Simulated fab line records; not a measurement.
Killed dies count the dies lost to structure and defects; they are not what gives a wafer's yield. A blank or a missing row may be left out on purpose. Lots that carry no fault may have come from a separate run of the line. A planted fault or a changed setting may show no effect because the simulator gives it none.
Struck lot and sound lot, side by side | flow n5-finfet | 15 steps out of a route of 1938
Sound: these wafers, L114.1, L114.3, L114.6. Struck: wafer L123.3 (left out: L123.2, a lot-mate that was not struck); the cause follows at the end.
For every step that has rows: the tool of each side, followed by ch and its chambers, followed by its first start. Under that, the readings that differ: sound wafers | struck wafers | difference of the means | sigmas: that difference in standard deviations of wafers without a fault.
alike: readings whose means differ by less than 2 such deviations, and words and numbers that are the same on both sides. not compared: withheld readings, readings that some wafer has no value for, bounds like >300 that may hide the same value, and numbers for which the record gives no deviation and whose values overlap.
The two part at a step that has a row with sigmas, a row that says differs or no value, or rows on one side only. When numbers do not overlap yet have no deviation, they are printed without sigmas and do not part them. A reading missing from all wafers of one side parts the sides only when that side holds two or more wafers.

first, 8 steps without rows for these wafers: N5_BEOL_M8_COAT_59 (time 60 s, resist thk 100 nm); N5_BEOL_M8_COAT_60 (time 60 s, resist thk 35 nm); N5_BEOL_M8_COAT_05 (resist thk 90 nm); N5_BEOL_M8_EBR_07; N5_BEOL_M8_SOFTBAKE_06 (time 60 s); N5_BEOL_M8_EXPOSE_08 (exposes mask M8); N5_BEOL_M8_PEB_09 (peb time 60 s); N5_BEOL_M8_DEVELOP_10 (develop time 30 s).
N5_BEOL_M8_CD_MEAS_11 targets a cd of 38.5 nm.
  sound on cd-sem-02 ch 0, day 8 19:37; struck on cd-sem-03 ch 0, day 11 08:58
  alike: cd-nm
N5_BEOL_M8_OVL_MEAS_12:
  sound on overlay-02 ch 0, day 8 19:38; struck on overlay-02 ch 0, day 11 08:59
  alike: M8_OVL
N5_BEOL_M8_INSPECT_13: inspects for defects (brightfield).
  sound on defect-inspect-02, day 8 19:40; struck on defect-inspect-01, day 11 09:01
  alike: raw-defect-count
N5_BEOL_M8_DESCUM_16: chemistry O2, time 7.9 s.
  sound on rie-diel-03 ch 1,2,3, day 8 19:42; struck on rie-diel-03 ch 3, day 11 09:03
  alike: drypump-motor-current-A, oes-product-au, rf-vpp-V, showerhead-plenum-p-Torr, throttle-valve-pct
  not compared: rf-hours-counter-h
N5_BEOL_M8_ETCH_61: etches SiARC in CF4, target depth 45.5 nm, time 75.8 s.
  sound on rie-diel-03 ch 1,2,3, day 8 19:44; struck on rie-diel-03 ch 3, day 11 09:05
  reading               | sound          | struck | difference | sigmas
  etch-rf-on-time-s (s) | 75.3 74.1 73.4 | 92.7   | +18.4      | +11
  alike: drypump-motor-current-A, oes-product-au, rf-vpp-V, showerhead-plenum-p-Torr, throttle-valve-pct
  not compared: rf-hours-counter-h
N5_BEOL_M8_ETCH_62: etches SOC in N2/H2, target depth 110 nm, overetch 22 nm, time 165 s.
  sound on rie-diel-03 ch 1,2,3, day 8 19:47; struck on rie-diel-03 ch 3, day 11 09:08
  alike: drypump-motor-current-A, n2-flow-sccm, oes-product-au, rf-vpp-V, showerhead-plenum-p-Torr, throttle-valve-pct
  not compared: rf-hours-counter-h
-- record jumps: 3 days separate the struck wafers' starts on either side; left off in module BEOL_M8, taken up again in module PASSIVATION, whose first shown step is the route's number 1936 --
N5_PASSIVATION_PROBE_49:
  record: rows for the struck wafers here (prober-01, day 14 07:18), none for the sound ones

## WHERE THEY PART
First at N5_BEOL_M8_ETCH_61; last, within this record, at N5_PASSIVATION_PROBE_49.

WHY: whatever the simulator had introduced
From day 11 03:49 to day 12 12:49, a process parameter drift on rie-diel-03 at N5_BEOL_M8_ETCH_61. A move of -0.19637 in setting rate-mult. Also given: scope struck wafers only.
